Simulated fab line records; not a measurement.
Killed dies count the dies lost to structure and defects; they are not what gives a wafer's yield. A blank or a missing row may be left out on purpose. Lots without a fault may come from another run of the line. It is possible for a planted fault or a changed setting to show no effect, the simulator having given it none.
Check for tools in common || flow nand_harc || Sample size 13 lots and 39 wafers

THE REASON FOR OPENING IT
At NHARC_A_ONON_D1_THK_MEAS_24 the reading thk_nm is flagged on 2 of 13 lots. Fault-free wafers read 1001 nm, with a standard deviation of 9.6.
Rule: flag the lot when none of its wafers has a number, or when each of its wafers that has one lies beyond 4 standard deviations from that mean. All remaining lots are regarded as sound.

{"lot": "L489", "measured": "day 8 10:34", "on": "film_metro-02", "thk_nm (nm), wafer by wafer": "994 994 992", "flag": ""}
{"lot": "L490", "measured": "day 8 18:00", "on": "film_metro-02", "thk_nm (nm), wafer by wafer": "1003 1003 1004", "flag": ""}
{"lot": "L496", "measured": "day 9 20:52", "on": "film_metro-01", "thk_nm (nm), wafer by wafer": "998 998 999", "flag": ""}
{"lot": "L495", "measured": "day 9 20:52", "on": "film_metro-02", "thk_nm (nm), wafer by wafer": "1004 1004 1003", "flag": ""}
{"lot": "L494", "measured": "day 9 21:01", "on": "film_metro-02", "thk_nm (nm), wafer by wafer": "1012 1010 1010", "flag": ""}
{"lot": "L497", "measured": "day 10 06:56", "on": "film_metro-02", "thk_nm (nm), wafer by wafer": "996 996 995", "flag": ""}
{"lot": "L502", "measured": "day 11 19:45", "on": "film_metro-01", "thk_nm (nm), wafer by wafer": "1001 1002 1003", "flag": ""}
{"lot": "L505", "measured": "day 12 08:07", "on": "film_metro-02", "thk_nm (nm), wafer by wafer": "1695 1694 1695", "flag": "FLAGGED"}
{"lot": "L506", "measured": "day 12 15:47", "on": "film_metro-01", "thk_nm (nm), wafer by wafer": "1690 1691 1691", "flag": "FLAGGED"}
{"lot": "L508", "measured": "day 12 15:47", "on": "film_metro-02", "thk_nm (nm), wafer by wafer": "1017 1015 1017", "flag": ""}
{"lot": "L507", "measured": "day 12 15:47", "on": "film_metro-01", "thk_nm (nm), wafer by wafer": "997 995 995", "flag": ""}
{"lot": "L509", "measured": "day 13 06:07", "on": "film_metro-02", "thk_nm (nm), wafer by wafer": "991 991 990", "flag": ""}
{"lot": "L511", "measured": "day 13 18:03", "on": "film_metro-02", "thk_nm (nm), wafer by wafer": "1011 1011 1013", "flag": ""}
The mean of the flagged lots' numbers is 1693 nm, +692 nm from the usual (+72 standard deviations).

LOT BY LOT: THE TOOL USED
3 process steps preceding the reading are held in the record, out of 1159 steps in the route. In each cell: the tool, then ch and the chambers that the sampled wafers went through, then the start.
{"lot": "L489", "flag": "", "NHARC_P_M2_DEP_33": "pecvd-03 ch 0,1,2, day 6 15:54", "NHARC_A_ZERO_WELL_ETCH_13": "rie_si-06 ch 0,1,2, day 6 22:02", "NHARC_A_ONON_D1_DEP_22": "pecvd_onon-03 ch 0, day 8 10:03"}
{"lot": "L490", "flag": "", "NHARC_P_M2_DEP_33": "pecvd-01 ch 0,1,2, day 7 00:37", "NHARC_A_ZERO_WELL_ETCH_13": "rie_si-06 ch 1,2, day 7 06:32", "NHARC_A_ONON_D1_DEP_22": "pecvd_onon-03 ch 0, day 8 17:28"}
{"lot": "L496", "flag": "", "NHARC_P_M2_DEP_33": "pecvd-01 ch 0,1,2, day 8 04:36", "NHARC_A_ZERO_WELL_ETCH_13": "rie_si-06 ch 0,2, day 8 10:40", "NHARC_A_ONON_D1_DEP_22": "pecvd_onon-01 ch 0, day 9 20:21"}
{"lot": "L495", "flag": "", "NHARC_P_M2_DEP_33": "pecvd-01 ch 0,1,2, day 8 05:18", "NHARC_A_ZERO_WELL_ETCH_13": "rie_si-05 ch 0,1,3, day 8 11:26", "NHARC_A_ONON_D1_DEP_22": "pecvd_onon-03 ch 0, day 9 20:25"}
{"lot": "L494", "flag": "", "NHARC_P_M2_DEP_33": "pecvd-04 ch 0,1,2, day 8 05:50", "NHARC_A_ZERO_WELL_ETCH_13": "rie_si-01 ch 1,2,3, day 8 11:54", "NHARC_A_ONON_D1_DEP_22": "pecvd_onon-04 ch 0, day 9 20:30"}
{"lot": "L497", "flag": "", "NHARC_P_M2_DEP_33": "pecvd-01 ch 0,1, day 8 14:12", "NHARC_A_ZERO_WELL_ETCH_13": "rie_si-05 ch 1,2,3, day 8 21:04", "NHARC_A_ONON_D1_DEP_22": "pecvd_onon-04 ch 0, day 10 06:25"}
{"lot": "L502", "flag": "", "NHARC_P_M2_DEP_33": "pecvd-04 ch 0,1, day 9 21:52", "NHARC_A_ZERO_WELL_ETCH_13": "rie_si-01 ch 0,1,3, day 10 04:46", "NHARC_A_ONON_D1_DEP_22": "pecvd_onon-04 ch 0, day 11 19:14"}
{"lot": "L505", "flag": "FLAGGED", "NHARC_P_M2_DEP_33": "pecvd-03 ch 0,2, day 10 13:43", "NHARC_A_ZERO_WELL_ETCH_13": "rie_si-06 ch 1,3, day 10 19:47", "NHARC_A_ONON_D1_DEP_22": "pecvd_onon-04 ch 0, day 12 07:40"}
{"lot": "L506", "flag": "FLAGGED", "NHARC_P_M2_DEP_33": "pecvd-04 ch 0,1,2, day 10 19:50", "NHARC_A_ZERO_WELL_ETCH_13": "rie_si-06 ch 1,3, day 11 01:55", "NHARC_A_ONON_D1_DEP_22": "pecvd_onon-04 ch 0, day 12 15:19"}
{"lot": "L508", "flag": "", "NHARC_P_M2_DEP_33": "pecvd-03 ch 0,1,2, day 11 01:59", "NHARC_A_ZERO_WELL_ETCH_13": "rie_si-01 ch 0,2,3, day 11 08:07", "NHARC_A_ONON_D1_DEP_22": "pecvd_onon-01 ch 0, day 12 15:20"}
{"lot": "L507", "flag": "", "NHARC_P_M2_DEP_33": "pecvd-03 ch 0,1,2, day 11 00:23", "NHARC_A_ZERO_WELL_ETCH_13": "rie_si-06 ch 1,3, day 11 06:20", "NHARC_A_ONON_D1_DEP_22": "pecvd_onon-03 ch 0, day 12 15:20"}
{"lot": "L509", "flag": "", "NHARC_P_M2_DEP_33": "pecvd-01 ch 0,1,2, day 11 12:55", "NHARC_A_ZERO_WELL_ETCH_13": "rie_si-01 ch 0,2,3, day 11 19:05", "NHARC_A_ONON_D1_DEP_22": "pecvd_onon-03 ch 0, day 13 05:35"}
{"lot": "L511", "flag": "", "NHARC_P_M2_DEP_33": "pecvd-04 ch 0,1,2, day 12 00:45", "NHARC_A_ZERO_WELL_ETCH_13": "rie_si-01 ch 0,1, day 12 06:59", "NHARC_A_ONON_D1_DEP_22": "pecvd_onon-01 ch 0, day 13 17:33"}
These steps, and what they do:
- NHARC_P_M2_DEP_33: deposits SiCN, target thk 30 nm.
- NHARC_A_ZERO_WELL_ETCH_13: etches the open film in HBr/Cl2, target depth 120 nm, time 40.1 s.
- NHARC_A_ONON_D1_DEP_22: target thk 1000 nm.
- NHARC_A_ONON_D1_THK_MEAS_24: measures by ellipsometry.

FLAGGED OVER TOTAL, TOOL BY TOOL (the gauges that took the reading come last)
{"step": "NHARC_P_M2_DEP_33", "tool": "pecvd-01", "lots run": 5, "flagged": 0, "share of the flagged lots": "none", "sound lots run after its first flagged lot": "-"}
{"step": "NHARC_P_M2_DEP_33", "tool": "pecvd-03", "lots run": 4, "flagged": 1, "share of the flagged lots": "some", "sound lots run after its first flagged lot": "2 (L507,L508)"}
{"step": "NHARC_P_M2_DEP_33", "tool": "pecvd-04", "lots run": 4, "flagged": 1, "share of the flagged lots": "some", "sound lots run after its first flagged lot": "1 (L511)"}
{"step": "NHARC_A_ZERO_WELL_ETCH_13", "tool": "rie_si-01", "lots run": 5, "flagged": 0, "share of the flagged lots": "none", "sound lots run after its first flagged lot": "-"}
{"step": "NHARC_A_ZERO_WELL_ETCH_13", "tool": "rie_si-05", "lots run": 2, "flagged": 0, "share of the flagged lots": "none", "sound lots run after its first flagged lot": "-"}
{"step": "NHARC_A_ZERO_WELL_ETCH_13", "tool": "rie_si-06", "lots run": 6, "flagged": 2, "share of the flagged lots": "all", "sound lots run after its first flagged lot": "1 (L507)"}
{"step": "NHARC_A_ONON_D1_DEP_22", "tool": "pecvd_onon-01", "lots run": 3, "flagged": 0, "share of the flagged lots": "none", "sound lots run after its first flagged lot": "-"}
{"step": "NHARC_A_ONON_D1_DEP_22", "tool": "pecvd_onon-03", "lots run": 5, "flagged": 0, "share of the flagged lots": "none", "sound lots run after its first flagged lot": "-"}
{"step": "NHARC_A_ONON_D1_DEP_22", "tool": "pecvd_onon-04", "lots run": 5, "flagged": 2, "share of the flagged lots": "all", "sound lots run after its first flagged lot": 0}
{"step": "NHARC_A_ONON_D1_THK_MEAS_24", "tool": "film_metro-01", "lots run": 4, "flagged": 1, "share of the flagged lots": "some", "sound lots run after its first flagged lot": "1 (L507)"}
{"step": "NHARC_A_ONON_D1_THK_MEAS_24", "tool": "film_metro-02", "lots run": 9, "flagged": 1, "share of the flagged lots": "some", "sound lots run after its first flagged lot": "3 (L508,L509,L511)"}

WHAT IS ALLOWED BY THE TABLE
Table rows that saw every flagged lot: 2, namely rie_si-06 at NHARC_A_ZERO_WELL_ETCH_13 and pecvd_onon-04 at NHARC_A_ONON_D1_DEP_22.
- rie_si-06 at NHARC_A_ZERO_WELL_ETCH_13: 2 of its 6 lots flagged. Sound lots followed the first flagged one (L507) on it, something a lasting fault affecting the whole tool could not allow.
- pecvd_onon-04 at NHARC_A_ONON_D1_DEP_22: 2 of its 5 lots flagged. It ran its last sound lot, L502, at day 11 19:14 and its first flagged lot, L505, at day 12 07:40: a fault with its onset between the two fits.
One tool is left: pecvd_onon-04 at NHARC_A_ONON_D1_DEP_22.

WHAT THE SIMULATOR HAD PUT IN
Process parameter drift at NHARC_A_ONON_D1_DEP_22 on pecvd_onon-04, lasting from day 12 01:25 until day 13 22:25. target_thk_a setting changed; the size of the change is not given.
Lots struck among those shown: L505, L506. Same finding as the rule above.
